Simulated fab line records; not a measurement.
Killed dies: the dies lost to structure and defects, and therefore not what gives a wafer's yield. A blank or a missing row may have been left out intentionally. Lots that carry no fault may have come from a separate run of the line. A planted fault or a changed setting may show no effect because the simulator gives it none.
fab line records | flow n5-finfet
record: lots: 9 wafers: 27 last-day: 18
route steps=1938 shown SD_EPI_N@288 SD_EPI_P@306 SD_ACTIVATION@332 ILD0@338 BEOL_M4@1111 PASSIVATION@1936
lots untouched by any fault: they come from a run of this same line in which no faults occurred
start-h: hours from the record's first day to the start of the lot's first wafer shown | wait-h: how many hours have passed since the lot's step before this one | " the same as in the row above | L1.1+2: several wafers, shown together as one row | - value missing, or start not given | * or withheld: withheld | < > ~ a bound
route shown NAME@n: a module of which the file shows steps, and the number in the route of the first | usual: mean/standard deviation of fault-free wafers | same: alike in all rows | chamber/n: place in a boat | sites: readings site by site | _std_site: standard deviation of those values | _edge_site: mean of outer sites minus mean of inner sites | radius-mm: how far each site lies from the wafer's centre | mask NAME#n: copy n | behind: tool/chamber where the wafer was last shaped | hold: what put the lot on hold/how long, in hours/how the hold closed | device: transistor that didn't switch, given as n, p or np | end of line: at the end of the route, the tests of the same wafers | a step with no rows: only its recipe | killed: the dies lost at the first sort to structure and to defects; this is not the yield of the wafer | map: dies across one wafer; x = killed, . = not, _ = none there
set.NAME: the setting that was run; set.NAME@STEP: the one run at that earlier step | model.NAME: the simulator's own value behind a step, which no gauge read
the route's steps for a sample of lots (tables are steps, rows are wafers)
services: when a tool's chamber went out of use (start-h, in hours from the record's first day, below 0 if earlier), for how many hours, and the reason
== steps ==
step: N5_SD_EPI_N_EPI_21
recipe: material: Si:P dopant: P temp-c: 680 pressure-torr: 255 time-s: 690
columns lot.wafer tool chamber start-h wait-h
L559.3+4+6 epi-rpcvd-03 0 52.70 0.7
L564.1+5+6 epi-rpcvd-04 0 81.50 0.2
L568.2+5+6 epi-rpcvd-03 0 104.40 0.4
L569.3+5+6 epi-rpcvd-02 0 110.70 0.7
L570.2+3+6 epi-rpcvd-03 0 120.68 0.4
L573.1+2+4 epi-rpcvd-04 0 133.96 0.2
L580.2+4+6 epi-rpcvd-03 0 176.35 0.4
L581.1+2+3 epi-rpcvd-03 0 181.85 0.1
L582.1+2+5 epi-rpcvd-03 0 189.40 0.1
step: N5_SD_EPI_P_DESCUM_14
recipe: chemistry: O2 time-s: 7.9 source-power-w: 50 bias-power-w: 20 pressure-mtorr: 20 rf-frequency-hz: 2.712e+07 temp-c: 40 resist: CAR-ArF-block o2-flow-sccm: 225
usual: drypump-motor-current-A: 5.5/0.44 oes-product-au: 0.78/0.074 rf-vpp-V: 243.2/1.4 showerhead-plenum-p-Torr: 2.11/0.063 throttle-valve-pct: 20.39/0.14
columns lot.wafer tool chamber start-h wait-h drypump-motor-current-A oes-product-au rf-hours-counter-h rf-vpp-V showerhead-plenum-p-Torr throttle-valve-pct
L559.3 rie-diel-03 2 55.13 0.0 5.4 0.69 239 243.1 2.06 20.69
L559.4 " 1 " " 5.3 0.74 165 242.6 2.17 20.47
L559.6 " 1 " " 5.3 0.75 - 245.0 2.17 20.46
L564.1 rie-diel-05 0 85.15 0.1 4.8 0.72 193 243.2 2.17 20.53
L564.5 " 2 " " 6.1 0.80 - 243.7 2.11 20.31
L564.6 " 1 " " 5.8 0.75 - 242.2 2.01 20.22
L568.2 rie-diel-05 0 106.92 0.1 4.7 0.71 201 245.2 2.17 20.52
L568.5 " 3 " " 5.8 0.76 - 243.0 2.11 20.44
L568.6 " 2 " " 6.1 0.79 - 243.7 2.10 20.31
L569.3 rie-diel-03 0 112.92 0.0 5.6 0.76 155 243.0 2.09 20.23
L569.5 " 0 " " 5.6 0.77 - 242.4 2.09 20.21
L569.6 " 3 " " 6.2 0.85 - 242.5 2.03 20.32
L570.2 rie-diel-04 0 123.43 0.3 5.6 0.75 152 243.0 2.09 20.43
L570.3 " 1 " " 4.9 0.89 39 245.4 2.22 20.40
L570.6 " 0 " " 5.6 0.76 - 241.8 2.09 20.43
L573.1 rie-diel-04 0 137.27 0.0 5.7 0.76 157 243.2 2.09 20.45
L573.2 " 2 " " 5.3 0.97 3 243.0 2.05 20.04
L573.4 " 1 " " 4.9 0.88 43 246.5 2.22 20.41
L580.2 rie-diel-05 2 178.73 0.0 6.1 0.77 141 241.8 2.10 20.34
L580.4 " 0 " " 4.8 0.70 222 245.1 2.16 20.58
L580.6 " 0 " " 4.8 0.70 - 245.3 2.16 20.58
L581.1 rie-diel-03 3 184.50 0.0 6.2 0.82 72 242.1 2.03 20.36
L581.2 " 0 " " 5.6 0.76 178 242.4 2.08 20.27
L581.3 " 1 " " 5.3 0.72 207 244.5 2.16 20.52
L582.1 rie-diel-04 1 192.34 0.0 4.8 0.87 57 244.9 2.21 20.44
L582.2 " 3 " " 5.2 0.73 169 244.9 2.18 20.64
L582.5 " 3 " " 5.2 0.73 - 242.7 2.18 20.63
step: N5_SD_ACTIVATION_RS_MEAS_03
recipe: thk-meas-gauge: four-point-probe
usual: RS_SD_N: 21.93/0.26 RS_SD_P: 56.1/0.99
columns lot.wafer tool chamber start-h wait-h RS_SD_N[ohm/sq] RS_SD_P[ohm/sq]
L559.3 film-metro-01 - 60.19 0.2 22.27 55.3
L559.4 " - " " 22.30 55.7
L559.6 " - " " 22.24 55.7
L564.1 film-metro-02 - 89.30 0.2 21.65 56.1
L564.5 " - " " 21.78 57.0
L564.6 " - " " 22.07 56.6
L568.2 film-metro-01 - 111.12 0.2 23.87 56.7
L568.5 " - " " 23.69 56.6
L568.6 " - " " 23.81 56.2
L569.3 film-metro-02 - 117.26 0.2 21.84 56.1
L569.5 " - " " 21.61 56.4
L569.6 " - " " 22.00 55.5
L570.2 film-metro-01 - 127.64 0.2 23.33 54.3
L570.3 " - " " 23.34 54.8
L570.6 " - " " 23.14 54.0
L573.1 film-metro-01 - 141.43 0.2 21.75 57.4
L573.2 " - " " 22.03 56.0
L573.4 " - " " 21.84 56.6
L580.2 film-metro-02 - 183.08 0.2 21.92 56.2
L580.4 " - " " 21.98 57.1
L580.6 " - " " 21.85 56.0
L581.1 film-metro-02 - 188.67 0.2 22.01 55.3
L581.2 " - " " 21.63 56.0
L581.3 " - " " 21.78 55.6
L582.1 film-metro-01 - 197.32 0.2 21.49 57.2
L582.2 " - " " 22.11 57.4
L582.5 " - " " 21.90 57.3
step: N5_ILD0_CMP_03
recipe: stop-on: SiNx t-overpolish-s: 1.9 post-cmp-clean: alkaline-brush down-force-psi: 4.1491 platen-rpm: 51.796 pad-velocity-m-s: 1.0306 target-thk-nm: 197.38
usual: motor-current-A: 12.3/0.97 overpolish-run-s: 1.899/0.0093 time-to-endpoint-s: 70.1/3
same: t-overpolish-s: 1.9
columns lot.wafer tool chamber start-h wait-h motor-current-A overpolish-run-s time-to-endpoint-s
L559.4 cmp-03 1 62.88 0.0 13.6 1.904 67.1
L559.3 " 0 " " 12.6 1.873 67.5
L559.6 " 2 " " 12.2 1.898 66.0
L564.1 cmp-01 2 92.14 0.1 12.8 1.902 66.8
L564.5 " 3 " " 11.7 1.909 71.3
L564.6 " 0 " " 11.3 1.913 68.1
L568.2 cmp-04 1 113.82 0.0 13.7 1.902 66.9
L568.5 " 1 " " 12.9 1.888 70.3
L568.6 " 2 " " 14.1 1.888 71.3
L569.3 cmp-01 0 120.00 0.1 11.1 1.907 66.4
L569.6 " 3 " " 11.6 1.893 69.5
L569.5 " 0 " " 10.8 1.882 70.9
L570.3 cmp-01 2 130.34 0.0 12.2 1.908 66.8
L570.2 " 3 " " 12.1 1.898 66.4
L570.6 " 3 " " 11.2 1.895 68.1
L573.2 cmp-01 0 144.15 0.0 10.7 1.897 68.1
L573.4 " 2 " " 13.0 1.903 68.3
L573.1 " 3 " " 11.3 1.894 72.2
L580.4 cmp-04 0 185.87 0.0 12.3 1.895 70.3
L580.2 " 3 " " 13.2 1.932 70.3
L580.6 " 0 " " 12.6 1.909 73.5
L581.1 cmp-03 1 191.46 0.1 13.4 1.888 71.5
L581.2 " 2 " " 12.8 1.889 72.8
L581.3 " 3 " " 11.0 1.888 73.0
L582.2 cmp-01 3 200.05 0.0 11.3 1.898 70.8
L582.1 " 2 " " 12.7 1.908 65.5
L582.5 " 3 " " 11.7 1.905 72.2
step: N5_ILD0_THK_MEAS_08
usual: thk-nm: 138.8/0.82
columns lot.wafer tool chamber start-h wait-h thk-nm
L559.3 film-metro-01 - 63.50 - 139.6
L559.4 " - " " 138.0
L559.6 " - " " 139.0
L564.1 film-metro-01 - 92.71 - 138.6
L564.5 " - " " 138.1
L564.6 " - " " 139.3
L568.2 film-metro-02 - 114.45 - 138.1
L568.5 " - " " 139.3
L568.6 " - " " 139.8
L569.3 film-metro-01 - 120.58 - 138.7
L569.5 " - " " 138.7
L569.6 " - " " 139.3
L570.2 film-metro-02 - 130.96 - 139.0
L570.3 " - " " 139.7
L570.6 " - " " 140.0
L573.1 film-metro-01 - 144.77 - 138.3
L573.2 " - " " 139.6
L573.4 " - " " 139.0
L580.2 film-metro-01 - 186.49 - 139.4
L580.4 " - " " 138.7
L580.6 " - " " 137.8
L581.1 film-metro-01 - 192.04 - 138.4
L581.2 " - " " 138.9
L581.3 " - " " 139.2
L582.1 film-metro-01 - 200.67 - 138.7
L582.2 " - " " 139.4
L582.5 " - " " 140.6
step: N5_BEOL_M4_RC_MEAS_101
usual: DIBL_N: 36.4/1.5 DIBL_P: 35.8/1.7 IOFF_N: 0.154/0.022 IOFF_P: 0.21/0.031 ION_N: 672/8.8 ION_P: 462/7.2 RC_DENSE_N: 19.1/0.33 RC_N: 15.54/0.26 REXT_N: 75.0/1.4 RS_SD_N: 28.5/0.34 SS_N: 71.5/0.53 SS_P: 73.2/0.62 VT_N: 250.4/2.5 VT_P: -250/3.5
columns lot.wafer tool chamber start-h wait-h DIBL_N[mV/V] DIBL_P[mV/V] IOFF_N[nA/um] IOFF_P[nA/um] ION_N[uA/um] ION_P[uA/um] RC_DENSE_N[ohm.um] RC_N[ohm.um] REXT_N[ohm.um] RS_SD_N[ohm/sq] SS_N[mV/dec] SS_P[mV/dec] VT_N[mV] VT_P[mV]
L559.3 prober-02 0 167.78 0.3 34.1 33.9 0.133 0.19 656 460 19.3 15.44 76.7 28.6 71.0 72.6 250.9 -253
L559.4 " 0 " " 34.6 33.9 0.134 0.19 662 461 19.1 15.52 75.7 28.8 71.0 72.5 250.6 -251
L559.6 " 0 " " 33.9 33.5 0.132 0.19 662 458 19.1 15.51 76.1 28.9 71.2 71.9 251.0 -251
L564.1 prober-02 0 205.37 0.0 33.9 33.6 0.131 0.21 672 476 19.1 15.65 75.4 28.2 71.3 72.9 252.0 -247
L564.5 " 0 " " 34.0 33.7 0.127 0.20 672 470 19.1 15.61 76.0 28.2 71.7 72.5 253.0 -248
L564.6 " 0 " " 33.9 33.1 0.124 0.20 668 465 19.2 15.73 75.5 28.6 71.7 72.6 250.6 -248
L569.3 prober-01 0 244.06 0.3 37.0 35.7 0.159 0.23 670 468 19.1 15.55 75.1 28.0 72.1 72.6 249.8 -246
L569.5 " 0 " " 35.6 34.9 0.139 0.21 667 463 19.1 15.54 75.5 27.9 71.1 72.8 251.1 -246
L569.6 " 0 " " 37.3 37.0 0.179 0.25 684 477 19.1 15.71 75.4 28.3 71.4 73.5 246.8 -245
L568.2 prober-01 0 246.43 0.2 35.6 36.8 0.128 0.19 649 449 20.2 16.44 81.4 30.7 71.4 73.2 256.4 -255
L568.5 " 0 " " 34.5 35.9 0.113 0.18 644 456 20.9 16.86 81.1 30.5 71.5 73.1 255.7 -252
L568.6 " 0 " " 32.9 34.1 0.095 0.16 648 458 19.9 16.17 80.5 30.8 71.1 72.6 258.5 -252
L570.2 prober-01 0 262.73 0.2 36.5 35.9 0.134 0.21 654 460 20.6 16.79 79.3 30.3 71.6 73.3 254.1 -250
L570.3 " 0 " " 35.6 35.4 0.130 0.20 661 460 20.3 16.57 80.0 30.1 70.6 72.7 251.9 -251
L570.6 " 0 " " 35.7 35.6 0.136 0.21 648 459 20.9 16.88 79.1 30.0 71.1 73.5 255.1 -250
L573.1 prober-01 0 267.48 0.0 34.0 32.8 0.113 0.14 661 452 19.2 15.69 74.3 28.1 70.9 72.7 255.3 -260
L573.2 " 0 " " 36.8 36.6 0.164 0.19 675 455 19.2 15.44 74.8 28.4 72.1 72.6 250.1 -254
L573.4 " 0 " " 38.0 38.7 0.192 0.22 672 452 19.0 15.56 74.1 28.4 72.7 73.5 247.2 -254
L580.2 prober-02 0 297.51 0.2 36.4 36.2 0.147 0.24 668 468 18.9 15.56 77.1 28.5 71.5 73.6 252.1 -247
L580.4 " 0 " " 37.1 37.2 0.164 0.26 676 473 19.0 15.49 77.2 28.6 72.2 72.9 247.9 -245
L580.6 " 0 " " 34.9 35.0 0.129 0.23 668 471 18.8 15.28 76.8 28.3 71.3 73.0 251.7 -245
L581.1 prober-01 0 300.84 0.0 35.1 33.8 0.138 0.20 674 470 18.9 15.30 78.0 28.7 71.1 72.7 249.0 -247
L581.2 " 0 " " 36.8 36.1 0.174 0.25 677 461 19.0 15.54 77.4 28.3 72.0 73.0 248.0 -247
L581.3 " 0 " " 36.6 35.9 0.166 0.23 688 474 18.7 15.31 76.7 28.3 71.8 73.3 248.0 -248
L582.1 prober-02 0 322.60 0.0 36.9 35.3 0.148 0.20 680 458 19.0 15.48 75.0 27.7 70.7 72.9 251.6 -250
L582.2 " 0 " " 37.7 36.1 0.170 0.21 679 459 18.9 15.34 75.5 28.1 72.0 73.4 249.5 -251
L582.5 " 0 " " 37.4 35.3 0.148 0.19 672 461 18.5 15.10 74.9 28.4 71.9 72.2 249.1 -251
step: N5_PASSIVATION_PROBE_49
usual: defect-limited-yield: 91.5/1.4 killed_at_M0_to_M3: 32/9.8 killed_at_M4_up: 13/5.3 killed-at-contacts: 13/6.4 killed-at-front-end: 39/10 killed-at-other: 3.1/2.5 killed-dies: 100/17 killed-on-rim: 13/3.9 killed-open: 65/13 killed-short: 33/7.7 sort_bin_5_function: 5.0/0.93 sort_bin_6_memory: 3.2/0.69 sort_bin_8_speed: 0.00/0.007 sort-n-pass: 1080/17 sort-yield-pct: 91.5/1.4
same: gross-dies: 1180 killed-at-back-side: 0 sort_bin_4_leakage[%]: 0
columns lot.wafer tool chamber start-h wait-h defect-limited-yield[%] killed_at_M0_to_M3 killed_at_M4_up killed-at-contacts killed-at-front-end killed-at-other killed-dies killed-on-rim killed-open killed-short sort_bin_5_function[%] sort_bin_6_memory[%] sort_bin_8_speed[%] sort-n-pass sort-yield-pct[%]
L559.3 prober-02 - 271.83 0.1 88.3 52 3 26 52 5 138 16 97 41 7.7 3.7 0 1042 88.3
L559.4 prober-02 - 271.88 0.2 90.2 45 5 22 41 3 116 14 83 33 5.0 4.7 0 1064 90.2
L559.6 prober-02 - 271.98 0.3 90.8 28 6 16 58 0 108 15 70 37 5.3 3.7 0 1072 90.8
L564.1 prober-01 - 307.78 0.0 91.3 45 3 5 47 3 103 16 67 35 5.1 3.3 0 1077 91.3
L564.5 prober-01 - 307.98 0.2 93.6 20 14 5 34 3 76 13 51 24 3.6 2.6 0 1104 93.6
L564.6 prober-01 - 308.03 0.3 90.9 21 13 9 59 5 107 15 60 44 5.2 3.2 0 1073 90.9
L569.3 prober-01 - 355.37 0.9 89.8 48 20 14 36 2 120 19 87 33 6.7 3.4 0 1060 89.8
L569.5 prober-01 - 355.47 1.0 91.0 31 17 16 35 7 106 14 83 23 4.9 4.0 0 1074 91.0
L569.6 prober-01 - 355.52 1.1 90.0 32 22 11 52 1 118 13 70 47 5.3 4.2 0 1062 90.0
L568.2 prober-01 - 356.47 0.1 92.8 19 15 10 36 5 85 10 60 23 4.3 2.6 0.08 1094 92.7
L568.5 prober-01 - 356.62 0.2 90.9 34 25 5 41 2 107 13 58 48 5.4 3.2 0 1073 90.9
L568.6 prober-01 - 356.67 0.3 91.8 36 18 10 32 1 97 13 55 41 4.3 3.7 0.08 1082 91.7
L570.2 prober-02 - 371.29 0.1 89.7 39 10 25 36 11 121 17 75 44 5.8 4.3 0 1059 89.7
L570.3 prober-02 - 371.34 0.1 91.4 30 10 16 39 7 102 11 67 28 4.9 3.1 0 1078 91.4
L570.6 prober-02 - 371.49 0.3 90.5 42 12 21 33 4 112 13 75 34 5.5 3.6 0 1068 90.5
L573.1 prober-01 - 371.78 0.0 94.0 21 6 8 36 0 71 15 45 26 3.5 2.2 0 1109 94.0
L573.2 prober-01 - 371.83 0.1 92.9 15 17 9 39 4 84 12 54 29 4.5 2.5 0 1096 92.9
L573.4 prober-01 - 371.93 0.2 93.1 23 8 11 35 4 81 10 56 23 4.6 1.9 0 1099 93.1
L580.2 prober-01 - 405.85 0.1 92.9 33 9 15 25 2 84 11 52 32 4.6 2.2 0 1096 92.9
L580.4 prober-01 - 405.95 0.2 93.2 31 5 9 25 10 80 8 41 39 3.8 2.5 0 1100 93.2
L580.6 prober-01 - 406.05 0.3 92.5 31 12 8 28 10 89 16 45 44 4.3 2.9 0 1091 92.5
L581.1 prober-02 - 412.88 0.0 90.6 31 24 7 44 5 111 11 70 37 5.8 3.1 0 1069 90.6
L581.2 prober-02 - 412.93 0.1 91.9 43 9 8 31 4 95 7 77 16 4.8 3.2 0 1085 91.9
L581.3 prober-02 - 412.98 0.1 88.2 62 20 5 50 2 139 18 86 50 7.6 3.9 0 1041 88.2
L582.1 prober-02 - 432.07 0.0 91.4 39 10 15 35 2 101 11 62 39 5.3 3.0 0 1079 91.4
L582.2 prober-02 - 432.12 0.1 92.6 27 13 6 41 0 87 9 66 21 4.3 2.8 0 1093 92.6
L582.5 prober-02 - 432.27 0.2 91.0 42 9 8 46 1 106 17 70 36 5.3 3.5 0 1074 91.0
killed by level:class
L559.3 STI_FIN_REVEAL:geometric-particle:open=22 BEOL_M0_SAQP:geometric-particle:short=19 MOL_CONTACT_COAG:geometric-particle:open=18 BEOL_M0_SAQP:geometric-particle:open=16 FIN_SAQP:geometric-particle:open=11 MOL_CONTACT_COAG:geometric-particle:short=8 DUMMY_GATE:geometric-particle:open=6 FIN_SAQP:geometric-particle:short=5
L559.4 BEOL_M0_SAQP:geometric-particle:open=18 MOL_CONTACT_COAG:geometric-particle:open=15 STI_FIN_REVEAL:geometric-particle:open=14 BEOL_M0_SAQP:geometric-particle:short=9 FIN_SAQP:geometric-particle:open=7 FIN_SAQP:geometric-particle:short=7 MOL_CONTACT_COAG:geometric-particle:short=7 BEOL_M2:geometric-particle:open=5
L559.6 STI_FIN_REVEAL:geometric-particle:open=19 BEOL_M0_SAQP:geometric-particle:open=12 MOL_CONTACT_COAG:geometric-particle:open=12 FIN_SAQP:geometric-particle:short=10 BEOL_M0_SAQP:geometric-particle:short=9 FIN_SAQP:geometric-particle:open=8 DUMMY_GATE:geometric-particle:open=5 STI_FIN_REVEAL:geometric-particle:short=4
L564.1 FIN_SAQP:geometric-particle:open=22 BEOL_M2:geometric-particle:open=13 FIN_SAQP:geometric-particle:short=10 BEOL_M0_SAQP:geometric-particle:short=9 BEOL_M1:geometric-particle:open=7 BEOL_M0_SAQP:geometric-particle:open=6 BEOL_M3:geometric-particle:open=6 MOL_CONTACT_COAG:geometric-particle:open=3
L564.5 FIN_SAQP:geometric-particle:open=7 DUMMY_GATE:geometric-particle:open=6 BEOL_M0_SAQP:geometric-particle:open=6 FIN_SAQP:geometric-particle:short=5 MOL_CONTACT_COAG:geometric-particle:open=4 BEOL_M0_SAQP:geometric-particle:short=3 STI_FIN_REVEAL:geometric-particle:open=3 GATE_CUT:geometric-particle:short=3
L564.6 FIN_SAQP:geometric-particle:open=18 FIN_SAQP:geometric-particle:short=12 STI_FIN_REVEAL:geometric-particle:open=8 MOL_CONTACT_COAG:geometric-particle:open=8 BEOL_M3:geometric-particle:open=6 BEOL_M2:geometric-particle:short=5 GATE_CUT:geometric-particle:short=5 BEOL_M4:geometric-particle:open=4
L569.3 BEOL_M3:geometric-particle:open=14 MOL_CONTACT_COAG:geometric-particle:open=13 BEOL_M2:geometric-particle:open=12 FIN_SAQP:geometric-particle:short=8 BEOL_M0_SAQP:geometric-particle:open=8 BEOL_M0_SAQP:geometric-particle:short=7 FIN_SAQP:geometric-particle:open=7 STI_FIN_REVEAL:geometric-particle:open=7
L569.5 FIN_SAQP:geometric-particle:open=13 MOL_CONTACT_COAG:geometric-particle:open=13 BEOL_M3:geometric-particle:open=12 BEOL_M4:geometric-particle:open=11 BEOL_M0_SAQP:geometric-particle:open=7 STI_FIN_REVEAL:geometric-particle:open=6 BEOL_M2:geometric-particle:open=5 BEOL_M0_SAQP:geometric-particle:short=4
L569.6 FIN_SAQP:geometric-particle:short=14 FIN_SAQP:geometric-particle:open=14 BEOL_M2:geometric-particle:open=13 MOL_CONTACT_COAG:geometric-particle:open=9 BEOL_M4:geometric-particle:open=7 STI_FIN_REVEAL:geometric-particle:open=6 BEOL_M0_SAQP:geometric-particle:short=6 BEOL_M3:geometric-particle:open=6
L568.2 STI_FIN_REVEAL:geometric-particle:open=12 MOL_CONTACT_COAG:geometric-particle:open=7 BEOL_M3:geometric-particle:open=6 BEOL_M4:geometric-particle:open=6 FIN_SAQP:geometric-particle:open=5 BEOL_M0_SAQP:geometric-particle:open=5 FIN_SAQP:geometric-particle:short=4 BEOL_M2:geometric-particle:open=4
L568.5 BEOL_M3:geometric-particle:open=11 BEOL_M0_SAQP:geometric-particle:short=8 BEOL_M0_SAQP:geometric-particle:open=8 STI_FIN_REVEAL:geometric-particle:open=7 BEOL_M4:geometric-particle:short=7 BEOL_M4:geometric-particle:open=7 FIN_SAQP:geometric-particle:open=6 ILD0:geometric-particle:short=6
L568.6 BEOL_M4:geometric-particle:open=11 BEOL_M0_SAQP:geometric-particle:short=10 BEOL_M2:geometric-particle:open=10 MOL_CONTACT_COAG:geometric-particle:open=8 FIN_CUT:geometric-particle:short=6 GATE_CUT:geometric-particle:short=6 BEOL_M0_SAQP:geometric-particle:open=6 STI_FIN_REVEAL:geometric-particle:open=5
L570.2 MOL_CONTACT_COAG:geometric-particle:open=23 BEOL_M0_SAQP:geometric-particle:short=14 BEOL_M0_SAQP:geometric-particle:open=11 FIN_SAQP:geometric-particle:short=4 FIN_SAQP:geometric-particle:open=4 GATE_CUT:geometric-particle:short=4 STARTING-WAFER:geometric-particle:open=4 STI_FIN_REVEAL:geometric-particle:open=3
L570.3 MOL_CONTACT_COAG:geometric-particle:open=11 BEOL_M2:geometric-particle:open=8 FIN_SAQP:geometric-particle:open=6 BEOL_M0_SAQP:geometric-particle:short=6 BEOL_M1:geometric-particle:open=6 FIN_SAQP:geometric-particle:short=5 STI_FIN_REVEAL:geometric-particle:open=5 DUMMY_GATE:geometric-particle:open=5
L570.6 MOL_CONTACT_COAG:geometric-particle:open=16 BEOL_M0_SAQP:geometric-particle:short=10 BEOL_M1:geometric-particle:open=9 BEOL_M2:geometric-particle:open=9 FIN_SAQP:geometric-particle:short=7 FIN_SAQP:geometric-particle:open=7 STI_FIN_REVEAL:geometric-particle:open=5 MOL_CONTACT_COAG:geometric-particle:short=5
L573.1 FIN_SAQP:geometric-particle:short=8 BEOL_M0_SAQP:geometric-particle:open=7 FIN_SAQP:geometric-particle:open=6 GATE_CUT:geometric-particle:short=5 MOL_CONTACT_COAG:geometric-particle:open=5 BEOL_M0:geometric-particle:open=4 BEOL_M2:geometric-particle:open=4 STI_FIN_REVEAL:geometric-particle:open=3
L573.2 FIN_SAQP:geometric-particle:open=7 MOL_CONTACT_COAG:geometric-particle:open=7 BEOL_M0_SAQP:geometric-particle:open=7 BEOL_M4:geometric-particle:open=7 FIN_SAQP:geometric-particle:short=6 STI_FIN_REVEAL:geometric-particle:open=5 STARTING-WAFER:geometric-particle:short=5 DUMMY_GATE:geometric-particle:open=4
L573.4 STI_FIN_REVEAL:geometric-particle:open=10 MOL_CONTACT_COAG:geometric-particle:open=10 BEOL_M2:geometric-particle:open=9 FIN_SAQP:geometric-particle:short=6 BEOL_M0_SAQP:geometric-particle:open=5 BEOL_M3:geometric-particle:open=4 ILD0:geometric-particle:short=3 GATE_CUT:geometric-particle:short=3
L580.2 BEOL_M0_SAQP:geometric-particle:short=15 MOL_CONTACT_COAG:geometric-particle:open=12 BEOL_M0_SAQP:geometric-particle:open=11 STI_FIN_REVEAL:geometric-particle:open=8 BEOL_M4:geometric-particle:open=5 FIN_SAQP:geometric-particle:short=3 GATE_CUT:geometric-particle:short=3 MOL_CONTACT_COAG:geometric-particle:short=3
L580.4 BEOL_M0_SAQP:geometric-particle:short=12 BEOL_M0_SAQP:geometric-particle:open=11 MOL_CONTACT_COAG:geometric-particle:open=7 FIN_SAQP:geometric-particle:open=6 GATE_CUT:geometric-particle:short=6 FIN_SAQP:geometric-particle:short=3 STI_FIN_REVEAL:geometric-particle:open=3 BEOL_M1:geometric-particle:short=3
L580.6 BEOL_M0_SAQP:geometric-particle:short=12 FIN_SAQP:geometric-particle:short=7 STI_FIN_REVEAL:geometric-particle:open=7 MOL_CONTACT_COAG:geometric-particle:open=6 GATE_CUT:geometric-particle:short=5 BEOL_M0_SAQP:geometric-particle:open=5 BEOL_M4:geometric-particle:short=5 BEOL_M1:geometric-particle:short=4
L581.1 STI_FIN_REVEAL:geometric-particle:open=13 BEOL_M4:geometric-particle:open=10 BEOL_M1:geometric-particle:open=7 BEOL_M2:geometric-particle:open=7 BEOL_M0_SAQP:geometric-particle:short=6 FIN_SAQP:geometric-particle:open=5 MOL_CONTACT_COAG:geometric-particle:open=5 DUMMY_GATE:geometric-particle:open=4
L581.2 BEOL_M2:geometric-particle:open=17 BEOL_M1:geometric-particle:open=8 FIN_SAQP:geometric-particle:open=7 MOL_CONTACT_COAG:geometric-particle:open=6 BEOL_M4:geometric-particle:open=5 STI_FIN_REVEAL:geometric-particle:open=5 BEOL_M0_SAQP:geometric-particle:open=5 FIN_SAQP:geometric-particle:short=4
L581.3 BEOL_M0_SAQP:geometric-particle:short=17 FIN_SAQP:geometric-particle:short=13 BEOL_M0_SAQP:geometric-particle:open=13 FIN_SAQP:geometric-particle:open=10 BEOL_M2:geometric-particle:open=10 BEOL_M1:geometric-particle:open=8 BEOL_M1:geometric-particle:short=8 BEOL_M4:geometric-particle:open=8
L582.1 BEOL_M0_SAQP:geometric-particle:short=14 FIN_SAQP:geometric-particle:open=10 MOL_CONTACT_COAG:geometric-particle:open=10 BEOL_M1:geometric-particle:open=7 DUMMY_GATE:geometric-particle:open=6 MOL_CONTACT_COAG:geometric-particle:short=5 BEOL_M2:geometric-particle:open=5 BEOL_M4:geometric-particle:open=5
L582.2 FIN_SAQP:geometric-particle:open=15 BEOL_M0_SAQP:geometric-particle:open=10 BEOL_M4:geometric-particle:open=8 MOL_CONTACT_COAG:geometric-particle:open=6 STI_FIN_REVEAL:geometric-particle:open=5 BEOL_M1:geometric-particle:open=5 GATE_CUT:geometric-particle:short=4 BEOL_M2:geometric-particle:open=4
L582.5 FIN_SAQP:geometric-particle:open=19 BEOL_M0_SAQP:geometric-particle:short=13 BEOL_M0_SAQP:geometric-particle:open=11 MOL_CONTACT_COAG:geometric-particle:open=8 FIN_SAQP:geometric-particle:short=7 BEOL_M1:geometric-particle:open=7 STARTING-WAFER:geometric-particle:short=5 BEOL_M2:geometric-particle:open=5
== services ==
columns tool chamber start-h hours kind
cmp-01 - 29.19 3.1 repair
cmp-03 - 32.71 1.1 repair
cmp-03 - 45.16 6.6 pm
cmp-04 - 45.56 1.0 repair
rie-diel-05 0 75.90 2.3 repair
cmp-04 - 78.69 1.4 repair
epi-rpcvd-02 - 80.53 0.5 repair
rie-diel-03 2 95.08 - clean
rie-diel-03 2 95.08 - consumable-replace:focus-ring
rie-diel-03 2 95.08 27.3 scheduled-down
rie-diel-03 2 95.08 27.3 vent-cycle
cmp-01 - 97.85 5.3 pm
cmp-04 - 117.21 4.0 pm
cmp-01 - 121.44 0.4 repair
cmp-01 - 131.38 1.4 repair
rie-diel-05 2 133.74 16.1 repair
epi-rpcvd-03 - 137.93 0.9 repair
cmp-01 - 138.90 2.0 repair
cmp-04 - 146.67 3.2 repair
cmp-04 - 152.65 1.3 repair
cmp-01 - 161.14 0.8 repair
rie-diel-04 3 177.55 5.5 repair
rie-diel-03 2 191.94 6.5 repair
cmp-03 - 198.46 4.0 pm
== key ==
first-sign: step: N5_SD_ACTIVATION_RS_MEAS_03 reading: RS_SD_N direction: up sigmas: 6.1 usual: 21.93 struck: 23.53
effect: step: N5_BEOL_M4_RC_MEAS_101 reading: RS_SD_N direction: up sigmas: 5.6 usual: 28.5 struck: 30.4
effect: step: N5_BEOL_M4_RC_MEAS_101 reading: RC_DENSE_N direction: up sigmas: 4.3 usual: 19.1 struck: 20.5
effect: step: N5_BEOL_M4_RC_MEAS_101 reading: RC_N direction: up sigmas: 4.2 usual: 15.54 struck: 16.62
effect: step: N5_BEOL_M4_RC_MEAS_101 reading: REXT_N direction: up sigmas: 3.8 usual: 75.0 struck: 80.2
effect: step: N5_BEOL_M4_RC_MEAS_101 reading: ION_N direction: down sigmas: 2.4 usual: 672 struck: 651
effect: step: N5_BEOL_M4_RC_MEAS_101 reading: VT_N direction: up sigmas: 1.9 usual: 250.4 struck: 255.3
met-at N5_SD_EPI_N_EPI_21
struck-lots L568,L570
not-acting-at N5_SD_EPI_P_DESCUM_14,N5_ILD0_CMP_03,N5_ILD0_THK_MEAS_08
onset-between 52.70 104.40
fault: kind: process-parameter-drift tool: epi-rpcvd-03 chamber: - onset-h: 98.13 steps: N5_SD_EPI_N_EPI_21 channel: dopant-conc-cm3 offset: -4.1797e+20 shape: step end-h: 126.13 acts-in: these-recipes-only stated: 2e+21
